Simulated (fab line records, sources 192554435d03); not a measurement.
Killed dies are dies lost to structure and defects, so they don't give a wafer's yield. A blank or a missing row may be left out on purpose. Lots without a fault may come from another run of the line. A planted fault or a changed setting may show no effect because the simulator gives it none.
Problem report in the 8D (eight disciplines) form, filled by code | flow n5_finfet | the parts of the form that need people (team, actions taken, sign-off) are left out

1. THE PROBLEM
spin_speed_rpm at N5_BEOL_M15_COAT_56 reads a mean of 1287.6 rpm on 6 wafers of 2 lots; wafers without a fault read 1500.2 rpm with a standard deviation of 1. That is -99 or more standard deviations from the usual mean.
The step: time 60 s, resist thk 550 nm.
First seen on wafer L624.1, day 14 23:16, on litho_track-04. The record holds 33 wafers of 11 lots with a number at this step. Rule for "out", or "out of limits": more than 4 standard deviations from the usual mean. The other wafers with a number count as sound.

2. WHAT IT IS AND WHAT IT IS NOT
question                    | is                     | is not
which readings at this step | spin_speed_rpm         | dispense_pressure_kPa, heater_power_total_W
which lots                  | L624, L626             | L615, L619, L625, L627, L629, L631, L633, L635, L637
which wafers of those lots  | all that have a number | -
read on which tools         | litho_track-04         | litho_track-02, litho_track-03
when                        | from day 14 23:16      | up to then (6 sound wafers); but 21 sound wafers of L625, L627, L629, L631, L633, L635, L637 came after

3. SUSPECTS, AND WHAT RULES EACH OUT
Counting: a tool at a process step up to the reading stays a suspect if it ran every lot that is out and no sound lot after the first of them.
- pvd_sputter-02 at N5_BEOL_M14_SPUTTER_45 (material Cu, target thk 100 nm, time 16.67 s): ruled out as a lasting fault. Sound lots L625, L631 ran on it after its first lot that is out, L624 (day 14 19:11).
- rie_diel-01 at N5_BEOL_M15_STRIP_63 (strips in O2): ruled out as a lasting fault. Sound lots L625, L629, L631 ran on it after its first lot that is out, L624 (day 14 23:16). N5_BEOL_M15_STRIP_63 gives no start for some lots, so the hours and the order of its lots are those of N5_BEOL_M15_COAT_56.
- litho_track-04 at N5_BEOL_M15_COAT_56 (time 60 s, resist thk 550 nm): kept. It ran every lot that is out, first L624 (day 14 23:16), and no sound lot after that; its last sound lot up to then is L619 (day 13 01:51). Its own readings are out on those wafers: spin_speed_rpm.
Left after counting: litho_track-04 at N5_BEOL_M15_COAT_56.

4. THE CAUSE (what the simulator had put in)
Process parameter drift: litho_track-04, from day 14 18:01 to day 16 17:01, at N5_BEOL_M15_COAT_56. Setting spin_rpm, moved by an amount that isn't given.
Counting left only this tool.

5. THE CHAIN OF EFFECTS, in route order
Each row: a reading whose mean over the struck wafers that have a number lies more than 3 standard deviations from the usual. Only readings for which the record gives a usual standard deviation are gone through. hours: the time from each lot's start at the first step in this table that gives one to its start at this step, as a median over the lots. sigmas: the change in usual standard deviations.
hours | step                | reading        | usual      | on struck wafers | change | sigmas
0     | N5_BEOL_M15_COAT_56 | spin_speed_rpm | 1500.2 rpm | 1287.6           | -212.6 | -99 or more
The process steps in it:
- N5_BEOL_M15_COAT_56: time 60 s, resist thk 550 nm.

6. WHAT WOULD HAVE CAUGHT IT SOONER
In this record the first reading out of limits was taken at day 14 23:16, 5 hours after the fault began at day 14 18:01.
